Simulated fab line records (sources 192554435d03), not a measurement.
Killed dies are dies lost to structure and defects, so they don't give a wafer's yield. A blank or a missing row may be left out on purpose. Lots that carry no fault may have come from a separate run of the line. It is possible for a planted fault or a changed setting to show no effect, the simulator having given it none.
Code-filled problem report in 8D (eight disciplines) form    flow n5Finfet    the parts of the form that need people (team, actions taken, sign-off) are left out

== 1. THE PROBLEM ==
Mean of oesProductAu at N5_FIN_SAQP_MANDREL_ETCH_58: 0.320 a.u. across 6 wafers in 2 lots; on wafers with no fault it is 0.695 a.u. (standard deviation 0.011). Relative to the usual mean, that is a shift of -34 standard deviations.
The step: etches a-Si in HBr/Cl2, stops on SiNx, target depth 45 nm, bt time 10 s, time 27 s.
Earliest sighting: wafer L493.3 on rieSi-02 at day 5 18:47. Wafers with a number at this step in the record: 24, from 8 lots. Rule for "out", or "out of limits": more than 4 standard deviations from the usual mean. Any other wafer with a number is counted as sound.

== 2. WHAT IT IS; WHAT IT IS NOT ==
question                     is                      is not
which readings at this step  oesProductAu            drypumpMotorCurrentA
which lots                   L493, L494              L480, L482, L491, L495, L496, L500
which wafers of those lots   all that have a number  -
read on which tools          rieSi-01, rieSi-02      rieSi-06
when                         from day 5 18:47        up to then (9 sound wafers); but 9 sound wafers of L495, L496, L500 came after

== 3. THE SUSPECTS, EACH WITH WHAT RULES IT OUT ==
Counting: any tool at a process step up to the reading is kept as a suspect provided that every lot that is out went through it and no sound lot did after the first of them.
- pecvd-02 at N5_FIN_SAQP_PECVD_47 (deposits a-Si from SiH4/He, target thk 45 nm, time 36.3 s): ruled out as a lasting fault. The sound lots L496 went through it after L493, its earliest lot that is out (day 5 15:34).
Left after counting: nothing in the record.

== 4. THE CAUSE (what the simulator had put in) ==
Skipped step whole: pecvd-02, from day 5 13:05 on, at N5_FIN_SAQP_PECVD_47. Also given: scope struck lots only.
Counting ruled it out, wrongly: the rule takes a fault to strike every lot that its tool runs from its start on, and this one did not.

== 5. SEQUENCE OF EFFECTS, ordered by route ==
One row per reading whose mean, taken over the struck wafers that have a number, lies over 3 standard deviations from the usual. Only readings whose record carries a usual standard deviation are examined. hours: median over the lots of the time between each lot's start at the first step of this table that gives one and its start at this step. sigmas: the change, counted in usual standard deviations.
hours  step                         reading              usual       on struck wafers  change  sigmas
0      N5_FIN_SAQP_MANDREL_ETCH_58  oesProductAu         0.695 a.u.  0.320             -0.375  -34
0      N5_FIN_SAQP_MANDREL_ETCH_58  throttleValvePct     35.59 %     36.39             +0.80   +3.2
256    N5_PASSIVATION_PROBE_49      defectLimitedYield   91.2 %      0.0               -91.2   -65
256    N5_PASSIVATION_PROBE_49      killedAtFrontEnd     41          1168              +1126   +99 or more
256    N5_PASSIVATION_PROBE_49      killedDies           104         1180              +1076   +67
256    N5_PASSIVATION_PROBE_49      killedOnRim          14          152               +138    +35
256    N5_PASSIVATION_PROBE_49      killedOpen           69          14                -56     -4.3
256    N5_PASSIVATION_PROBE_49      killedShort          33          6                 -27     -3.8
256    N5_PASSIVATION_PROBE_49      sort_bin_5_function  5.1 %       72.9              +67.8   +75
256    N5_PASSIVATION_PROBE_49      sortNPass            1076        0                 -1076   -67
256    N5_PASSIVATION_PROBE_49      sortYieldPct         91.2 %      0.0               -91.2   -65
It contains these process steps:
- N5_FIN_SAQP_MANDREL_ETCH_58: etches a-Si in HBr/Cl2, stops on SiNx, target depth 45 nm, bt time 10 s, time 27 s.
- N5_PASSIVATION_PROBE_49
Readings that are blank on the struck wafers while sound wafers have them: chamberPressureTorr at N5_FIN_SAQP_PECVD_47; heaterPowerOuterW at N5_FIN_SAQP_PECVD_47; heaterPowerW at N5_FIN_SAQP_PECVD_47; showerheadPlenumPTorr at N5_FIN_SAQP_PECVD_47; throttleValvePct at N5_FIN_SAQP_PECVD_47; cdNm at N5_FIN_SAQP_CD_MEAS_31.

== 6. WHAT WOULD HAVE CAUGHT IT SOONER ==
First out-of-limits reading in this record: day 5 18:47, which is 6 hours after fault onset at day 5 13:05.
At N5_FIN_SAQP_PECVD_47 the tool's readings are blank on the struck wafers, where sound wafers have them: an empty tool record is the first sign, and it was there at once.
